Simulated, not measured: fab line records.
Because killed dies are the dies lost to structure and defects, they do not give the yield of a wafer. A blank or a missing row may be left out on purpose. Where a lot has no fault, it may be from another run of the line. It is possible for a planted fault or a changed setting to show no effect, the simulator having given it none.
fab line records	flow nand-harc
record lots=6	wafers=18	last-day=32
route steps=1302 shown A_CHANNEL_HOLE_D2@587 END@1302
lots untouched by any fault: they come from a run of this same line in which no faults occurred
start-h: hours from the record's opening day to when the first of the lot's shown wafers began	wait-h: time in hours since the lot's previous step	" repeats the value in the row above	L1.1+2: several wafers, shown together as one row	- no value present, or no start provided	* or withheld: withheld	< > ~ a bound
route shown NAME@n: a module of which the file shows steps, and the number in the route of the first	usual: the fault-free wafers' mean and standard deviation	same: alike in all rows	chamber/n: place in a boat	sites: readings site by site	_std_site: the values' standard deviation	_edge_site: mean of outer sites minus mean of inner sites	radius-mm: how far each site lies from the wafer's centre	mask NAME#n: copy n	behind: the tool/chamber that last shaped the wafer	hold: why the lot was held/for how many hours/how that ended	device: the transistor (n, p or np) that didn't switch	end of line: at the end of the route, the tests of the same wafers	a step without rows: its recipe alone	killed: the dies lost at the first sort to structure and to defects; this is not the yield of the wafer	map: dies across one wafer; x = killed, . = not, _ = none there
set.NAME: the setting that was run; set.NAME@STEP: the one run at that earlier step	model.NAME: the simulator's own value behind a step, which no gauge read
certain route steps with their lots: each step a table, each wafer a row
services: a tool's chamber out of use, with start hour (start-h, from the record's first day; less than 0 if before it), hours out, and reason
## steps
# step NHARC_A_CHANNEL_HOLE_D2_ETCH_39
# recipe target-depth-a=2600	over-etch-frac=0.3	time-s=325	ion-energy-ev=200	n2-flow-sccm=150	h2-flow-sccm=150	ar-flow-sccm=0	rf-w=400	bias-w=150	chemistry=N2/H2
# usual drypump-motor-current-A=5.7/0.41	oes-product-au=1.000/0.0085	rf-vpp-V=431.0/2.7	showerhead-plenum-p-Torr=2.06/0.094	throttle-valve-pct=14.172/0.0082
lot.wafer	tool	chamber	start-h	wait-h	drypump-motor-current-A	oes-product-au	rf-hours-counter-h	rf-vpp-V	showerhead-plenum-p-Torr	throttle-valve-pct
L479.3	rie-diel-08	1	-	-	6.1	1.004	3.4	428.2	1.95	14.170
L479.4	"	3	"	"	5.0	1.010	5.4	427.4	1.95	14.179
L479.6	"	0	"	"	5.8	1.002	-	432.1	2.13	14.172
L484.1	rie-diel-08	1	-	-	6.1	1.000	5.8	428.4	1.95	14.176
L484.2	"	2	"	"	6.2	0.999	7.2	432.3	2.17	14.177
L484.5	"	1	"	"	6.1	1.006	-	428.8	1.95	14.170
L489.2	rie-diel-08	1	-	-	6.1	1.015	1.6	429.4	1.95	14.169
L489.4	"	3	"	"	5.0	0.995	-	428.0	1.95	14.174
L489.5	"	1	"	"	6.1	1.021	-	428.4	1.95	14.164
L490.2	rie-diel-10	0	-	-	6.0	0.997	6.8	434.6	2.20	14.164
L490.3	"	1	"	"	5.5	0.997	6.2	430.6	2.03	14.187
L490.1	"	3	"	"	5.6	0.991	7.2	428.5	1.99	14.174
L492.1	rie-diel-10	2	-	-	5.7	1.012	0.8	431.8	2.06	14.178
L492.4	"	3	"	"	5.6	1.002	0.8	428.7	1.99	14.165
L492.6	"	3	"	"	5.6	1.001	-	427.5	1.99	14.173
L499.2	rie-diel-03	3	-	-	6.1	0.995	1.0	427.8	1.91	14.172
L499.3	"	0	"	"	5.4	0.990	1.4	432.8	2.11	14.170
L499.1	"	2	"	"	4.9	1.001	1.0	431.7	2.09	14.149
# step NHARC_A_CHANNEL_HOLE_D2_ETCH_34
# recipe target-depth-a=1540	time-s=77	cf4-flow-sccm=100	chf3-flow-sccm=30	ar-flow-sccm=0	rf-w=500	bias-w=200	chemistry=CF4/CHF3
# step NHARC_A_CHANNEL_HOLE_D2_ETCH_16
# recipe target-depth-a=31000	over-etch-frac=0.3	time-s=806	ion-energy-ev=150	o2-flow-sccm=400	cos-flow-sccm=20	ar-flow-sccm=0	rf-w=500	bias-w=300	chemistry=O2/COS
# step NHARC_A_CHANNEL_HOLE_D2_CD_MEAS_18
# usual cd-nm=100.2/2
lot.wafer	tool	chamber	start-h	wait-h	cd-nm
L479.3	cd-sem-01	-	299.21	-	96.6
L479.4	"	-	"	"	100.1
L479.6	"	-	"	"	99.0
L484.1	cd-sem-02	-	355.60	-	99.9
L484.2	"	-	"	"	97.5
L484.5	"	-	"	"	103.3
L489.2	cd-sem-02	-	407.56	-	98.4
L489.4	"	-	"	"	98.3
L489.5	"	-	"	"	100.7
L490.1	cd-sem-01	-	415.94	-	100.9
L490.2	"	-	"	"	96.1
L490.3	"	-	"	"	103.1
L492.1	cd-sem-02	-	442.03	-	101.9
L492.4	"	-	"	"	101.4
L492.6	"	-	"	"	99.2
L499.1	cd-sem-01	-	504.25	-	102.4
L499.2	"	-	"	"	98.9
L499.3	"	-	"	"	100.4
# step NHARC_A_CHANNEL_HOLE_D2_ETCH_19
# recipe bias-v=1200	source-w=2500	pressure-mtorr=15	time-s=34.5	ar-flow-sccm=375	c4f8-flow-sccm=28.8	o2-flow-sccm=96.2	temp-c=-20	target-depth-a=*	chemistry=C4F8/O2/Ar
# usual drypump-motor-current-A=6.1/0.35	showerhead-plenum-p-Torr=3.67/0.063	temp-c=-20.00/0.094	throttle-valve-pct=37.038/0.0086
lot.wafer	tool	chamber	start-h	wait-h	drypump-motor-current-A	rf-hours-counter-h	showerhead-plenum-p-Torr	temp-c	throttle-valve-pct
L479.3	har-etch-02	1	299.32	0.1	5.8	-	3.68	-20.26	37.042
L479.4	"	0	"	"	6.6	-	3.78	-19.90	37.038
L479.6	"	1	"	"	5.8	-	3.68	-20.08	37.050
L484.2	har-etch-01	0	358.88	3.3	5.7	184	3.72	-19.94	37.049
L484.1	"	1	"	"	6.2	184	3.61	-20.03	37.036
L484.5	"	0	"	"	5.7	-	3.72	-19.92	37.025
L489.2	har-etch-02	1	407.63	0.1	5.8	8	3.66	-20.09	37.043
L489.4	"	1	"	"	5.9	-	3.66	-20.00	37.050
L489.5	"	0	"	"	6.7	-	3.74	-20.02	37.041
L490.1	har-etch-02	0	417.76	1.8	6.6	15	3.73	-20.05	37.035
L490.2	"	1	"	"	5.8	15	3.65	-19.91	37.056
L490.3	"	1	"	"	5.8	-	3.65	-19.81	37.037
L492.1	har-etch-01	1	442.13	0.1	6.2	237	3.58	-19.86	37.041
L492.4	"	1	"	"	6.1	-	3.58	-19.89	37.028
L492.6	"	1	"	"	6.2	-	3.58	-19.87	37.043
L499.2	har-etch-02	1	508.13	3.9	5.8	61	3.63	-19.94	37.046
L499.1	"	0	"	"	6.7	61	3.71	-20.19	37.046
L499.3	"	0	"	"	6.6	-	3.71	-19.96	37.028
# step NHARC_A_CHANNEL_HOLE_D2_ETCH_20
# recipe bias-v=3000	source-w=withheld	pressure-mtorr=20	time-s=361.9	ar-flow-sccm=375	c4f8-flow-sccm=89.3	o2-flow-sccm=35.7	temp-c=-20	target-depth-a=16000	chemistry=C4F8/O2/Ar
# step NHARC_A_CHANNEL_HOLE_D2_ETCH_21
# recipe bias-v=3000	source-w=withheld	pressure-mtorr=20	time-s=514.3	ar-flow-sccm=375	c4f8-flow-sccm=89.3	o2-flow-sccm=35.7	temp-c=-20	target-depth-a=16000	chemistry=C4F8/O2/Ar
# step NHARC_A_CHANNEL_HOLE_D2_ETCH_22
# recipe bias-v=3000	source-w=withheld	pressure-mtorr=20	time-s=666.7	ar-flow-sccm=375	c4f8-flow-sccm=89.3	o2-flow-sccm=35.7	temp-c=-20	target-depth-a=16000	chemistry=C4F8/O2/Ar
# step NHARC_A_CHANNEL_HOLE_D2_ETCH_23
# recipe bias-v=5000	source-w=withheld	pressure-mtorr=20	time-s=819	ar-flow-sccm=375	c4f8-flow-sccm=89.3	o2-flow-sccm=35.7	temp-c=-20	target-depth-a=16000	chemistry=C4F8/O2/Ar
# usual drypump-motor-current-A=6.1/0.35	showerhead-plenum-p-Torr=3.63/0.061	temp-c=-20.02/0.11	throttle-valve-pct=32.156/0.0095
lot.wafer	tool	chamber	start-h	wait-h	drypump-motor-current-A	rf-hours-counter-h	showerhead-plenum-p-Torr	temp-c	throttle-valve-pct
L479.3	har-etch-02	1	300.94	0.5	5.8	-	3.64	-19.89	32.167
L479.4	"	0	"	"	6.6	-	3.73	-19.82	32.158
L479.6	"	1	"	"	5.8	-	3.64	-19.89	32.174
L484.2	har-etch-01	0	360.31	0.5	5.7	185	3.68	-19.93	32.165
L484.1	"	1	"	"	6.1	185	3.57	-20.08	32.142
L484.5	"	0	"	"	5.7	-	3.68	-19.84	32.171
L489.2	har-etch-02	1	409.06	0.5	5.8	9	3.62	-19.88	32.148
L489.4	"	1	"	"	5.8	-	3.62	-19.86	32.156
L489.5	"	0	"	"	6.6	-	3.69	-19.97	32.159
L490.1	har-etch-02	0	419.20	0.5	6.7	17	3.69	-20.05	32.159
L490.2	"	1	"	"	5.8	17	3.61	-20.06	32.166
L490.3	"	1	"	"	5.8	-	3.61	-19.88	32.176
L492.1	har-etch-01	1	443.65	0.5	6.2	239	3.54	-20.25	32.143
L492.4	"	1	"	"	6.2	-	3.54	-19.96	32.150
L492.6	"	1	"	"	6.2	-	3.54	-19.97	32.158
L499.2	har-etch-02	1	509.57	0.5	5.8	62	3.59	-20.04	32.161
L499.1	"	0	"	"	6.6	62	3.66	-20.11	32.158
L499.3	"	0	"	"	6.6	-	3.66	-20.01	32.169
# step NHARC_A_CHANNEL_HOLE_D2_ETCH_24
# recipe bias-v=5000	source-w=withheld	pressure-mtorr=20	time-s=906.2	ar-flow-sccm=375	c4f8-flow-sccm=93.8	o2-flow-sccm=31.2	temp-c=-20	target-depth-a=15000	chemistry=C4F8/O2/Ar
# usual drypump-motor-current-A=6.1/0.35	showerhead-plenum-p-Torr=3.62/0.06	temp-c=-20.03/0.1	throttle-valve-pct=32.238/0.0096
lot.wafer	tool	chamber	start-h	wait-h	drypump-motor-current-A	rf-hours-counter-h	showerhead-plenum-p-Torr	temp-c	throttle-valve-pct
L479.3	har-etch-02	1	301.65	0.6	5.8	-	3.64	-20.20	32.254
L479.4	"	0	"	"	6.7	-	3.73	-19.97	32.240
L479.6	"	1	"	"	5.8	-	3.64	-20.00	32.246
L484.2	har-etch-01	0	361.00	0.6	5.7	186	3.68	-20.00	32.252
L484.1	"	1	"	"	6.1	186	3.57	-20.04	32.228
L484.5	"	0	"	"	5.7	-	3.68	-20.30	32.235
L489.2	har-etch-02	1	409.75	0.6	5.8	10	3.61	-20.02	32.249
L489.4	"	1	"	"	5.8	-	3.61	-19.98	32.235
L489.5	"	0	"	"	6.6	-	3.69	-19.93	32.222
L490.1	har-etch-02	0	419.90	0.6	6.6	17	3.68	-20.04	32.235
L490.2	"	1	"	"	5.8	17	3.61	-20.09	32.239
L490.3	"	1	"	"	5.8	-	3.61	-19.97	32.236
L492.1	har-etch-01	1	444.36	0.6	6.1	239	3.54	-19.96	32.219
L492.4	"	1	"	"	6.2	-	3.54	-20.04	32.238
L492.6	"	1	"	"	6.1	-	3.54	-20.00	32.233
L499.2	har-etch-02	1	510.27	0.6	5.8	63	3.59	-20.19	32.228
L499.1	"	0	"	"	6.6	63	3.66	-20.02	32.235
L499.3	"	0	"	"	6.6	-	3.66	-20.03	32.232
# step NHARC_A_CHANNEL_HOLE_D2_ETCH_25
# recipe bias-v=5000	source-w=withheld	pressure-mtorr=20	time-s=1040.2	ar-flow-sccm=375	c4f8-flow-sccm=93.8	o2-flow-sccm=31.2	temp-c=-20	target-depth-a=15000	chemistry=C4F8/O2/Ar
# step NHARC_A_CHANNEL_HOLE_D2_ETCH_26
# recipe bias-v=300	source-w=2000	pressure-mtorr=30	time-s=224.1	ar-flow-sccm=375	c4f8-flow-sccm=11.4	o2-flow-sccm=113.6	temp-c=-20	target-depth-a=3000	chemistry=C4F8/O2/Ar
# usual drypump-motor-current-A=6.1/0.35	showerhead-plenum-p-Torr=3.67/0.064	temp-c=-19.98/0.11	throttle-valve-pct=24.584/0.0098
lot.wafer	tool	chamber	start-h	wait-h	drypump-motor-current-A	rf-hours-counter-h	showerhead-plenum-p-Torr	temp-c	throttle-valve-pct
L479.3	har-etch-02	1	303.12	0.5	5.8	-	3.68	-19.89	24.572
L479.4	"	0	"	"	6.6	-	3.78	-19.85	24.573
L479.6	"	1	"	"	5.8	-	3.68	-19.99	24.574
L484.2	har-etch-01	0	362.67	0.7	5.7	187	3.73	-20.08	24.577
L484.1	"	1	"	"	6.2	187	3.61	-19.83	24.580
L484.5	"	0	"	"	5.7	-	3.73	-20.03	24.586
L489.2	har-etch-02	1	411.39	0.7	5.8	11	3.66	-20.03	24.571
L489.4	"	1	"	"	5.8	-	3.66	-20.19	24.587
L489.5	"	0	"	"	6.7	-	3.74	-19.84	24.583
L490.1	har-etch-02	0	421.55	0.7	6.6	19	3.73	-19.92	24.562
L490.2	"	1	"	"	5.8	19	3.65	-19.88	24.579
L490.3	"	1	"	"	5.8	-	3.65	-20.02	24.581
L492.1	har-etch-01	1	445.92	0.6	6.1	241	3.58	-19.86	24.594
L492.4	"	1	"	"	6.2	-	3.58	-19.85	24.584
L492.6	"	1	"	"	6.1	-	3.58	-19.93	24.594
L499.2	har-etch-02	1	511.91	0.7	5.8	65	3.63	-19.91	24.575
L499.1	"	0	"	"	6.6	65	3.71	-19.76	24.574
L499.3	"	0	"	"	6.7	-	3.71	-19.97	24.576
# step NHARC_A_CHANNEL_HOLE_D2_ETCH_27
# recipe bias-v=400	source-w=2000	pressure-mtorr=25	time-s=90	ar-flow-sccm=375	c4f8-flow-sccm=41.7	o2-flow-sccm=83.3	temp-c=-20	target-depth-a=4000	chemistry=C4F8/O2/Ar
# usual drypump-motor-current-A=6.1/0.35	showerhead-plenum-p-Torr=3.67/0.063	temp-c=-20.01/0.11	throttle-valve-pct=27.618/0.0084
lot.wafer	tool	chamber	start-h	wait-h	drypump-motor-current-A	rf-hours-counter-h	showerhead-plenum-p-Torr	temp-c	throttle-valve-pct
L479.3	har-etch-02	1	303.31	0.2	5.9	-	3.68	-20.07	27.625
L479.4	"	0	"	"	6.6	-	3.77	-20.16	27.623
L479.6	"	1	"	"	5.8	-	3.68	-19.93	27.614
L484.2	har-etch-01	0	362.87	0.2	5.7	188	3.72	-19.82	27.623
L484.1	"	1	"	"	6.1	188	3.61	-20.16	27.621
L484.5	"	0	"	"	5.8	-	3.72	-19.85	27.601
L489.2	har-etch-02	1	411.59	0.2	5.8	11	3.65	-20.05	27.620
L489.4	"	1	"	"	5.8	-	3.65	-19.95	27.620
L489.5	"	0	"	"	6.7	-	3.73	-20.06	27.614
L490.1	har-etch-02	0	421.75	0.2	6.7	19	3.73	-20.04	27.613
L490.2	"	1	"	"	5.8	19	3.65	-20.00	27.618
L490.3	"	1	"	"	5.8	-	3.65	-19.94	27.620
L492.1	har-etch-01	1	446.12	0.2	6.1	241	3.58	-20.04	27.614
L492.4	"	1	"	"	6.2	-	3.58	-19.99	27.611
L492.6	"	1	"	"	6.2	-	3.58	-20.11	27.630
L499.2	har-etch-02	1	512.10	0.2	5.8	65	3.62	-20.00	27.614
L499.1	"	0	"	"	6.7	65	3.70	-20.13	27.617
L499.3	"	0	"	"	6.7	-	3.70	-20.09	27.628
# step NHARC_A_CHANNEL_HOLE_D2_STRIP_41
# recipe n2-flow-sccm=150	h2-flow-sccm=150	ar-flow-sccm=0	bias-w=0	chemistry=N2/H2
# step NHARC_A_CHANNEL_HOLE_D2_STRIP_42
# recipe cf4-flow-sccm=100	chf3-flow-sccm=30	ar-flow-sccm=0	bias-w=0	chemistry=CF4/CHF3
# step NHARC_A_CHANNEL_HOLE_D2_STRIP_43
# recipe o2-flow-sccm=400	cos-flow-sccm=20	ar-flow-sccm=0	bias-w=0	chemistry=O2/COS
# step NHARC_A_CHANNEL_HOLE_D2_ETCH_44
# recipe target-depth-a=1400	overetch-a=140	time-s=77	ion-energy-ev=100	cf4-flow-sccm=80	o2-flow-sccm=20	ar-flow-sccm=0	rf-w=300	bias-w=100	chemistry=CF4/O2
# step NHARC_A_CHANNEL_HOLE_D2_STRIP_28
# recipe o2-flow-sccm=500	ar-flow-sccm=0	bias-w=0	chemistry=O2
# step NHARC_A_CHANNEL_HOLE_D2_PRECLEAN_29
# recipe time-s=*	temp-c=50	bath-age-min=0	chemistry=SC1
# step NHARC_A_CHANNEL_HOLE_D2_SRD_30
# step NHARC_A_CHANNEL_HOLE_D2_CD_MEAS_31
# usual cd-nm=90.0/1.1
lot.wafer	tool	chamber	start-h	wait-h	cd-nm
L479.3	cd-sem-03	-	304.95	-	89.6
L479.4	"	-	"	"	90.8
L479.6	"	-	"	"	88.2
L484.1	cd-sem-01	-	364.41	-	88.0
L484.2	"	-	"	"	90.7
L484.5	"	-	"	"	89.7
L489.2	cd-sem-01	-	413.28	-	89.8
L489.4	"	-	"	"	89.6
L489.5	"	-	"	"	88.6
L490.1	cd-sem-01	-	423.29	-	91.2
L490.2	"	-	"	"	90.4
L490.3	"	-	"	"	90.2
L492.1	cd-sem-03	-	447.63	-	91.0
L492.4	"	-	"	"	88.8
L492.6	"	-	"	"	89.3
L499.1	cd-sem-02	-	513.65	-	91.0
L499.2	"	-	"	"	90.6
L499.3	"	-	"	"	89.1
# step NHARC_A_CHANNEL_HOLE_D2_XSEM_32
# recipe landing-energy-ev=35000
# step NHARC_A_CHANNEL_HOLE_D2_INSPECT_40
# usual raw-defect-count=283/76
lot.wafer	tool	chamber	start-h	wait-h	hold	raw-defect-count
L479.3	defect-inspect-02	-	305.14	-	-	377
L479.4	"	-	"	"	-	465
L479.6	"	-	"	"	-	329
L484.1	defect-inspect-01	-	364.60	-	-	242
L484.2	"	-	"	"	-	290
L484.5	"	-	"	"	-	275
L489.2	defect-inspect-01	-	413.46	-	await-dispo/0.2h/release	777
L489.4	"	-	"	"	await-dispo/0.2h/release	821
L489.5	"	-	"	"	await-dispo/0.2h/release	770
L489.2	defect-inspect-01	-	413.63	0.2	-	781
L489.4	"	-	"	"	-	830
L489.5	"	-	"	"	-	767
L490.1	defect-inspect-02	-	423.48	-	await-dispo/0.2h/release	608
L490.2	"	-	"	"	await-dispo/0.2h/release	709
L490.3	"	-	"	"	await-dispo/0.2h/release	617
L490.1	defect-inspect-02	-	423.65	0.2	-	612
L490.2	"	-	"	"	-	700
L490.3	"	-	"	"	-	624
L492.1	defect-inspect-02	-	447.81	-	-	381
L492.4	"	-	"	"	-	412
L492.6	"	-	"	"	-	278
L499.1	defect-inspect-01	-	513.86	-	-	298
L499.2	"	-	"	"	-	182
L499.3	"	-	"	"	-	216
# step NHARC_END_SORT_01
# recipe temp-c=25
# usual killed-at-array=53/18	killed-at-other=1.0/1.2	killed-at-periphery=3.6/2.4	killed-dies=58/18	killed-open=3.4/1.8	killed-short=2.3/1.5
# same gross-dies=677
lot.wafer	tool	chamber	start-h	wait-h	killed-at-array	killed-at-other	killed-at-periphery	killed-dies	killed-open	killed-short
L479.3	prober-01	0	573.18	3.1	71	1	7	79	4	2
L479.4	prober-01	0	573.98	3.4	65	0	7	72	4	0
L479.6	prober-01	0	575.59	4.0	85	1	6	92	0	1
L484.1	prober-01	0	643.86	2.5	73	1	2	76	5	2
L484.2	prober-01	0	644.66	2.8	68	1	2	71	4	2
L484.5	prober-01	0	647.06	3.7	62	0	4	66	3	4
L489.2	prober-02	0	676.78	2.8	116	1	1	118	4	2
L489.4	prober-02	0	678.37	3.4	118	1	0	119	1	3
L489.5	prober-02	0	679.17	3.7	132	0	2	134	5	3
L492.1	prober-01	0	716.90	2.5	74	1	4	79	5	3
L490.1	prober-01	0	720.57	2.5	102	3	0	105	1	1
L490.2	prober-01	0	721.37	2.8	118	0	3	121	1	4
L490.3	prober-01	0	722.17	3.1	126	1	2	129	3	2
L499.1	prober-02	0	776.12	2.5	45	3	3	51	3	3
L499.2	prober-02	0	776.93	2.8	41	2	4	47	1	3
L499.3	prober-02	0	777.73	3.1	48	1	6	55	2	4
# killed by level:class
L479.3 A_CHANNEL_HOLE_D1:chamber-film-flake=26 A_CHANNEL_HOLE_D2:chamber-film-flake=20 A_SLIT:chamber-film-flake=13 P_M2:chamber-film-flake=6 A_STAIRCASE:chamber-film-flake=3 A_DECK1_JOINT:chamber-film-flake=2 A_SOURCE_PLATE:geometric-particle:open=1 A_ONON_D1:geometric-particle:open=1
L479.4 A_CHANNEL_HOLE_D2:chamber-film-flake=25 A_SLIT:chamber-film-flake=17 A_CHANNEL_HOLE_D1:chamber-film-flake=15 P_M2:chamber-film-flake=7 A_SOURCE_PLATE:geometric-particle:open=1 A_ONON_D1:geometric-particle:open=1 A_CHANNEL_FILL_D1:geometric-particle:open=1 A_BLC:geometric-particle:open=1
L479.6 A_CHANNEL_HOLE_D2:chamber-film-flake=31 A_CHANNEL_HOLE_D1:chamber-film-flake=28 A_SLIT:chamber-film-flake=16 P_M2:chamber-film-flake=6 A_DECK1_JOINT:chamber-film-flake=4 A_STAIRCASE:chamber-film-flake=4 A_DECK1_JOINT:geometric-particle:short=1 A_CHANNEL_FILL_D2:chamber-film-flake=1
L484.1 A_CHANNEL_HOLE_D1:chamber-film-flake=37 A_SLIT:chamber-film-flake=15 A_CHANNEL_HOLE_D2:chamber-film-flake=6 A_CONTACT:chamber-film-flake=4 A_ONON_D1:geometric-particle:open=3 A_STAIRCASE:chamber-film-flake=2 P_M0:geometric-particle:open=1 A_CHANNEL_FILL_D1:geometric-particle:short=1
L484.2 A_CHANNEL_HOLE_D1:chamber-film-flake=30 A_SLIT:chamber-film-flake=21 A_CONTACT:chamber-film-flake=6 A_CHANNEL_FILL_D1:chamber-film-flake=2 A_CHANNEL_HOLE_D2:chamber-film-flake=2 A_DECK1_JOINT:geometric-particle:open=1 P_M2:geometric-particle:open=1 P_M2:geometric-particle:short=1
L484.5 A_CHANNEL_HOLE_D1:chamber-film-flake=27 A_CONTACT:chamber-film-flake=12 A_SLIT:chamber-film-flake=10 A_CHANNEL_HOLE_D2:chamber-film-flake=5 P_M0:geometric-particle:short=2 A_STAIRCASE:chamber-film-flake=2 P_M0:geometric-particle:open=1 A_ONON_D1:geometric-particle:short=1
L489.2 A_CHANNEL_HOLE_D2:unspecified=77 A_SLIT:chamber-film-flake=23 A_CHANNEL_HOLE_D1:chamber-film-flake=6 A_ZERO_WELL:chamber-film-flake=2 P_STI:geometric-particle:open=1 A_ONON_D1:geometric-particle:open=1 A_CHANNEL_HOLE_D1:geometric-particle:open=1 A_CHANNEL_FILL_D1:geometric-particle:short=1
L489.4 A_CHANNEL_HOLE_D2:unspecified=72 A_SLIT:chamber-film-flake=22 A_CHANNEL_HOLE_D1:chamber-film-flake=7 A_CONTACT:chamber-film-flake=5 A_CHANNEL_FILL_D1:geometric-particle:short=2 A_CHANNEL_FILL_D2:chamber-film-flake=2 A_STAIRCASE:chamber-film-flake=2 A_CHANNEL_FILL_D2:geometric-particle:short=1
L489.5 A_CHANNEL_HOLE_D2:unspecified=65 A_CHANNEL_HOLE_D1:chamber-film-flake=31 A_SLIT:chamber-film-flake=20 A_CONTACT:chamber-film-flake=9 A_ONON_D1:geometric-particle:open=2 P_M0:geometric-particle:short=1 P_M0:geometric-particle:open=1 A_CHANNEL_FILL_D1:geometric-particle:short=1
L492.1 A_CHANNEL_HOLE_D1:chamber-film-flake=26 A_SLIT:chamber-film-flake=19 A_CHANNEL_HOLE_D2:chamber-film-flake=10 A_CONTACT:chamber-film-flake=6 A_BONDPAD:chamber-film-flake=3 A_STAIRCASE:chamber-film-flake=2 P_GATE:geometric-particle:open=1 P_M1:geometric-particle:open=1
L490.1 A_CHANNEL_HOLE_D2:unspecified=59 A_SLIT:chamber-film-flake=24 A_CHANNEL_HOLE_D1:chamber-film-flake=8 A_CONTACT:chamber-film-flake=3 THIN_TSV:chamber-film-flake=3 A_ZERO_WELL:chamber-film-flake=2 A_CHANNEL_FILL_D2:chamber-film-flake=2 A_WL_FILL:chamber-film-flake=2
L490.2 A_CHANNEL_HOLE_D2:unspecified=79 A_SLIT:chamber-film-flake=21 A_CONTACT:chamber-film-flake=7 A_CHANNEL_HOLE_D1:chamber-film-flake=3 A_SGD_CUT:geometric-particle:short=1 P_M0:geometric-particle:open=1 A_CHANNEL_FILL_D1:geometric-particle:short=1 A_ONON_D2:geometric-particle:short=1
L490.3 A_CHANNEL_HOLE_D2:unspecified=80 A_SLIT:chamber-film-flake=20 A_CHANNEL_HOLE_D1:chamber-film-flake=8 A_CONTACT:chamber-film-flake=7 A_M1:chamber-film-flake=2 A_SOURCE_PLATE:geometric-particle:open=1 A_CHANNEL_FILL_D1:geometric-particle:short=1 A_DECK1_JOINT:geometric-particle:open=1
L499.1 A_SLIT:chamber-film-flake=19 A_CHANNEL_HOLE_D1:chamber-film-flake=7 A_CONTACT:chamber-film-flake=7 A_M1:chamber-film-flake=4 THIN_TSV:chamber-film-flake=3 A_CHANNEL_FILL_D2:geometric-particle:short=2 P_CONTACT:geometric-particle:open=1 A_ONON_D1:geometric-particle:open=1
L499.2 A_SLIT:chamber-film-flake=16 A_CONTACT:chamber-film-flake=8 A_CHANNEL_HOLE_D1:chamber-film-flake=5 A_M1:chamber-film-flake=4 A_STAIRCASE:chamber-film-flake=3 A_CHANNEL_FILL_D2:geometric-particle:short=2 THIN_TSV:chamber-film-flake=2 P_GATE:geometric-particle:open=1
L499.3 A_SLIT:chamber-film-flake=21 A_CONTACT:chamber-film-flake=10 A_CHANNEL_HOLE_D1:chamber-film-flake=6 A_M1:chamber-film-flake=4 P_GATE:chamber-film-flake=3 P_M0:geometric-particle:open=2 P_M0:geometric-particle:short=1 A_ONON_D1:geometric-particle:short=1
# map L489.5 (x killed, . not)
____________x____________
_________x.xxxxx_________
_______x...xxxxxxx_______
______.....xxxxxxxx______
_____...x.xxxxxxxxx._____
____....x...xxxxxxxx.____
____........xxxxxxx..____
___........x.xxxxxx...___
___.........xxxxxxx...___
__...........xxxx..x...__
__....x.......x.x......__
_............x.x........_
_......................._
_......................._
_....................x.._
_..........x............_
..............x..........
............xxx..........
......x..xx.xx.x.........
...........xxx.x........x
...........xxxxx.........
_.......x.xxxxx........._
_............xx........._
_...........xx.........._
_..........xx..........._
_..........xxx.........._
__.....................__
__.............x..x.x..__
___..................x___
___..............x.xx.___
____.............xx.x____
____............xxxxx____
_____..........xxx.x_____
______.........x.xx______
_______.x.......x._______
_________......._________
____________.____________
# map L490.3 (x killed, . not)
____________.____________
_________......._________
_______x........x._______
______...x......x..______
_____.........x....._____
____...x.............____
____..x..............____
___...........x.x.....___
___...................___
__.....................__
__................x....__
_......................._
_...........x..........._
_...........x....x......_
_........x..x.x.....x..._
_.........x.xxxx.x......_
..........xxxxxxx........
...........xxxxxx....x...
..........xxxxxxx........
........xxxxxxxxx........
.....x...xxxxxxxx........
_x...x...xxxxxxxxxx....._
_.x......xxxxxxxx......._
_.........xxxxxx.x......_
_x.........xxxx........._
_.xxxx....xx.xxx........_
__xxxx......x..........__
__xx.................xx__
___xxx.x..............___
___xx.................___
____x.............xx.____
____..........x..x.xx____
_____.............x._____
______............x______
_______..........._______
_________....x.._________
____________.____________
## services
tool	chamber	start-h	hours	kind
rie-diel-03	-	281.30	9.0	pm
rie-diel-03	3	291.79	10.1	repair
rie-diel-10	1	318.84	3.5	repair
har-etch-02	1	336.91	-	consumable-replace:focus-ring
har-etch-02	1	336.91	17.0	scheduled-down
har-etch-02	1	336.91	17.0	vent-cycle
rie-diel-03	3	348.47	3.0	repair
rie-diel-08	-	367.80	9.0	pm
har-etch-02	-	378.03	17.0	pm
har-etch-02	0	378.03	17.0	vent-cycle
har-etch-02	1	378.03	17.0	vent-cycle
har-etch-02	0	395.03	-	clean
har-etch-02	0	395.03	-	consumable-replace:focus-ring
rie-diel-08	0	405.60	8.6	repair
rie-diel-10	-	418.72	0.5	repair
rie-diel-10	-	419.77	9.0	pm
rie-diel-10	0	432.07	3.8	repair
rie-diel-08	-	433.83	0.6	repair
rie-diel-03	0	447.48	4.9	repair
rie-diel-10	2	452.95	13.8	repair
rie-diel-03	-	458.48	9.0	pm
rie-diel-03	1	495.07	9.6	repair
rie-diel-08	1	501.24	4.5	repair
rie-diel-08	-	501.71	0.4	repair
## key
first-sign step=NHARC_A_CHANNEL_HOLE_D2_INSPECT_40	reading=visit	direction=added
effect step=NHARC_A_CHANNEL_HOLE_D2_INSPECT_40	reading=raw-defect-count	direction=up	sigmas=5.7	usual=283	struck=717
effect step=NHARC_END_SORT_01	reading=killed-at-array	direction=up	sigmas=3.7	usual=53	struck=119
more-kills-born-at NHARC_A_CHANNEL_HOLE_D2_ETCH_27@har-etch-02=385
met-at NHARC_A_CHANNEL_HOLE_D2_ETCH_27
struck-wafers L489.2,L489.4,L489.5,L490.1,L490.2,L490.3
tester-left-out L489,L490
onset-between 303.31 411.59
fault kind=chamber-particle-source	tool=har-etch-02	chamber=-	onset-h=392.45	steps=NHARC_A_CHANNEL_HOLE_D2_ETCH_27	rate-per-visit-cm2=0.71508	end-h=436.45
# tester-left-out: of these lots the tester's yield and bins aren't shown, on N5 and GAA mostly nor the transistor test; their killed dies are dies lost to structure and defects alone, not to doping, threshold or leakage, so they don't give the yield
